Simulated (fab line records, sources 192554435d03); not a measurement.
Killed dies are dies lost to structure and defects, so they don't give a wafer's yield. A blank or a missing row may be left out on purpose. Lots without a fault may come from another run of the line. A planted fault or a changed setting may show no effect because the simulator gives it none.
Split-lot experiment | flow n5_finfet | 7 lots, 21 wafers read, on a route of 1938 steps

THE SPLIT
At N5_MIM_BOT_SPUTTER_00 (material TiN, target thk 35 nm, time 89.7 s), the setting time_s was moved away from the recipe's 89.7 s on 9 of the 21 wafers read, by -12.6% to +7.7%. The other wafers ran this setting at the recipe's value.

The reading is taken at the split's own step.

THE READING
TiN_of_MIM_BOT_SPUTTER_00.thk_nm (the simulator's own value, which no gauge read), in nm, at N5_MIM_BOT_SPUTTER_00 (material TiN, target thk 35 nm, time 89.7 s). The file gives no usual value for it. The 12 wafers here that ran the recipe average 34.9 nm, standard deviation 0.22 nm.

wafer  | tool, chamber at the split | time_s as run, s | against the recipe | TiN_of_MIM_BOT_SPUTTER_00.thk_nm, nm | against lot-mates on the recipe
L074.1 | pvd_sputter-03, -          | 89.7             | recipe             | 34.6                                 | -
L074.2 | pvd_sputter-03, -          | 78.68            | -12.3%             | 30.6                                 | -4.0
L074.6 | pvd_sputter-03, -          | 78.68            | -12.3%             | 30.8                                 | -3.8
L076.1 | pvd_sputter-01, -          | 83.89            | -6.5%              | 32.8                                 | -2.2
L076.3 | pvd_sputter-01, -          | 89.7             | recipe             | 35.2                                 | -
L076.6 | pvd_sputter-01, -          | 89.7             | recipe             | 34.8                                 | -
L079.2 | pvd_sputter-02, -          | 83.5             | -6.9%              | 32.2                                 | -2.4
L079.4 | pvd_sputter-02, -          | 89.7             | recipe             | 34.6                                 | -
L079.6 | pvd_sputter-02, -          | 83.5             | -6.9%              | 32                                   | -2.6
L081.3 | pvd_sputter-03, -          | 89.7             | recipe             | 35                                   | -
L081.4 | pvd_sputter-03, -          | 89.7             | recipe             | 35                                   | -
L081.6 | pvd_sputter-03, -          | 89.7             | recipe             | 35.2                                 | -
L095.1 | pvd_sputter-01, -          | 78.42            | -12.6%             | 30.8                                 | -4.4
L095.4 | pvd_sputter-01, -          | 89.7             | recipe             | 35.2                                 | -
L095.5 | pvd_sputter-01, -          | 78.42            | -12.6%             | 30.6                                 | -4.6
L097.1 | pvd_sputter-02, -          | 96.65            | +7.7%              | 37.8                                 | +3.1
L097.2 | pvd_sputter-02, -          | 89.7             | recipe             | 34.8                                 | -
L097.5 | pvd_sputter-02, -          | 89.7             | recipe             | 34.6                                 | -
L094.1 | pvd_sputter-03, -          | 85.94            | -4.2%              | 33.8                                 | -1.1
L094.3 | pvd_sputter-03, -          | 89.7             | recipe             | 35                                   | -
L094.6 | pvd_sputter-03, -          | 89.7             | recipe             | 34.8                                 | -

THE FIT
A straight line over all 21 wafers: TiN_of_MIM_BOT_SPUTTER_00.thk_nm changes by +0.347 nm for each +1% of time_s; r = +0.99; the points scatter about the line by 0.25 nm.
The same after taking each lot's own level away (the mean of its wafers on the recipe; 21 wafers): +0.348 nm for each +1%; r = +0.99; scatter 0.2 nm.
On that fit, the largest move of time_s shifts the reading by 4.4 nm.
The lots' own levels span 34.60 to 35.20 nm, that is 2.7 times the standard deviation above.
So the lot-to-lot level changes the slope little: the two slopes agree.
Check: with one of the wafers moved furthest among these (-12.6%) left out of the fit, the line predicts -4.31 nm for it against its lot-mates. It came out at -4.4 nm against them.

OTHER SPLITS ON THESE WAFERS
These wafers also went through other splits before the reading. Each is held against what the fit with the lots' levels taken away leaves over:
other split on the same wafers    | wafers away from the commonest value | r with TiN_of_MIM_BOT_SPUTTER_00.thk_nm (lot level and that fit taken away)
N5_BEOL_M13_EXPOSE_25 dose_mj     | 4                                    | +0.10
N5_BEOL_M13_ETCH_68 time_s        | 8                                    | +0.13
N5_BEOL_M13_SPUTTER_44 time_s     | 8                                    | +0.12
N5_BEOL_M14_ILD_DEP_00 temp_c     | 9                                    | +0.20
N5_BEOL_M15_PEB_26 peb_time_s     | 5                                    | -0.33
N5_BEOL_M15_TRENCH_ETCH_34 bias_w | 9                                    | -0.05

THE FILE'S OWN FIT
TiN_of_MIM_BOT_SPUTTER_00.thk_nm changes by +0.346 nm for each +1% of time_s, r = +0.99.
